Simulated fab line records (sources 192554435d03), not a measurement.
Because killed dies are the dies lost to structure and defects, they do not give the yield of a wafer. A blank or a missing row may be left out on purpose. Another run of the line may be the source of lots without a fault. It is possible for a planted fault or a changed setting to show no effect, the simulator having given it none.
Lot-split experiment + flow n5-finfet + on a route of 1938 steps: 7 lots, 21 wafers read

== THE SPLIT ITSELF ==
At N5_BEOL_M1_COAT_05 (resist thk 30 nm), the setting spin-rpm was moved away from the recipe's 1500 rpm on 8 of the 21 wafers read, by -10.5% to +6.2%. All remaining wafers had this setting at the recipe value.

Reading taken at the split's own step.

== THE READING ==
CAR-EUV_of_BEOL_M1_COAT_05.thk-nm (the simulator's own value, which no gauge read), in nm, at N5_BEOL_M1_COAT_05 (resist thk 30 nm). The file gives no usual value for it. The 13 wafers here that ran the recipe average 30.0 nm, standard deviation 0.095 nm.

| wafer  | tool, chamber at the split | spin-rpm as run, rpm | against the recipe | CAR-EUV_of_BEOL_M1_COAT_05.thk-nm, nm | against lot-mates on the recipe |
|--------|----------------------------|----------------------|--------------------|---------------------------------------|---------------------------------|
| L076.3 | litho-track-01, 0          | 1544                 | +2.9%              | 29.6                                  | -0.4                            |
| L076.5 | litho-track-01, 0          | 1544                 | +2.9%              | 29.6                                  | -0.4                            |
| L076.4 | litho-track-01, 0          | 1500                 | recipe             | 30                                    | -                               |
| L077.4 | litho-track-02, 0          | 1500                 | recipe             | 30                                    | -                               |
| L077.5 | litho-track-02, 0          | 1500                 | recipe             | 30                                    | -                               |
| L077.6 | litho-track-02, 0          | 1500                 | recipe             | 30                                    | -                               |
| L083.1 | litho-track-02, 0          | 1500                 | recipe             | 30.2                                  | -                               |
| L083.5 | litho-track-02, 0          | 1500                 | recipe             | 30                                    | -                               |
| L083.6 | litho-track-02, 0          | 1593                 | +6.2%              | 29                                    | -1.1                            |
| L085.1 | litho-track-04, 0          | 1449                 | -3.4%              | 30.6                                  | +0.5                            |
| L085.2 | litho-track-04, 0          | 1500                 | recipe             | 30                                    | -                               |
| L085.4 | litho-track-04, 0          | 1500                 | recipe             | 30.2                                  | -                               |
| L088.1 | litho-track-01, 0          | 1500                 | recipe             | 30                                    | -                               |
| L088.2 | litho-track-01, 0          | 1500                 | recipe             | 30                                    | -                               |
| L088.3 | litho-track-01, 0          | 1343                 | -10.5%             | 31.6                                  | +1.6                            |
| L090.1 | litho-track-02, 0          | 1500                 | recipe             | 30                                    | -                               |
| L090.2 | litho-track-02, 0          | 1500                 | recipe             | 30                                    | -                               |
| L090.3 | litho-track-02, 0          | 1349                 | -10.1%             | 31.6                                  | +1.6                            |
| L092.1 | litho-track-04, 0          | 1370                 | -8.7%              | 31.2                                  | +1.4                            |
| L092.2 | litho-track-04, 0          | 1370                 | -8.7%              | 31.2                                  | +1.4                            |
| L092.6 | litho-track-04, 0          | 1500                 | recipe             | 29.8                                  | -                               |

THE FIT
A straight line over all 21 wafers: CAR-EUV_of_BEOL_M1_COAT_05.thk-nm changes by -0.149 nm for each +1% of spin-rpm; r = -0.99; the points scatter about the line by 0.093 nm.
The same after taking each lot's own level away (the mean of its wafers on the recipe; 21 wafers): -0.159 nm for each +1%; r = -1.00; scatter 0.06 nm.
The reading moves by 1.7 nm for the largest change in spin-rpm, on that fit.
Measured against the standard deviation above, the lots' own levels, which go from 29.80 to 30.10 nm, span 3.2 times it.
The two slopes are in agreement: the lot-to-lot level therefore moves the slope only a little.
Check: for one of the wafers moved furthest among these (-10.5%), held out of the fit, the line's prediction against its lot-mates is +1.68 nm. It came out at +1.6 nm against them.

== OTHER SPLITS APPLIED TO THESE WAFERS ==
Note: prior to the reading, these wafers also went through further splits. Each is held against what the fit with the lots' levels taken away leaves over:
| other split on the same wafers        | wafers away from the commonest value | r with CAR-EUV_of_BEOL_M1_COAT_05.thk-nm (lot level and that fit taken away) |
|---------------------------------------|--------------------------------------|------------------------------------------------------------------------------|
| N5_MOL_CONTACT_COAG_COAT_77 spin-rpm  | 7                                    | -0.41                                                                        |
| N5_BEOL_M0_SAQP_COAT_82 spin-rpm      | 8                                    | +0.62                                                                        |
| N5_BEOL_M0_SAQP_COAT_08 spin-rpm      | 6                                    | +0.27                                                                        |
| N5_BEOL_M0_SAQP_SPACER1_ALD_98 temp-c | 4                                    | -0.02                                                                        |
| N5_BEOL_M0_SAQP_ETCH_107 bias-w       | 10                                   | -0.11                                                                        |
| N5_BEOL_M1_COAT_61 spin-rpm           | 4                                    | +0.21                                                                        |

== FILE'S OWN FIT ==
CAR-EUV_of_BEOL_M1_COAT_05.thk-nm changes by -0.159 nm for each +1% of spin-rpm, r = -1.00.
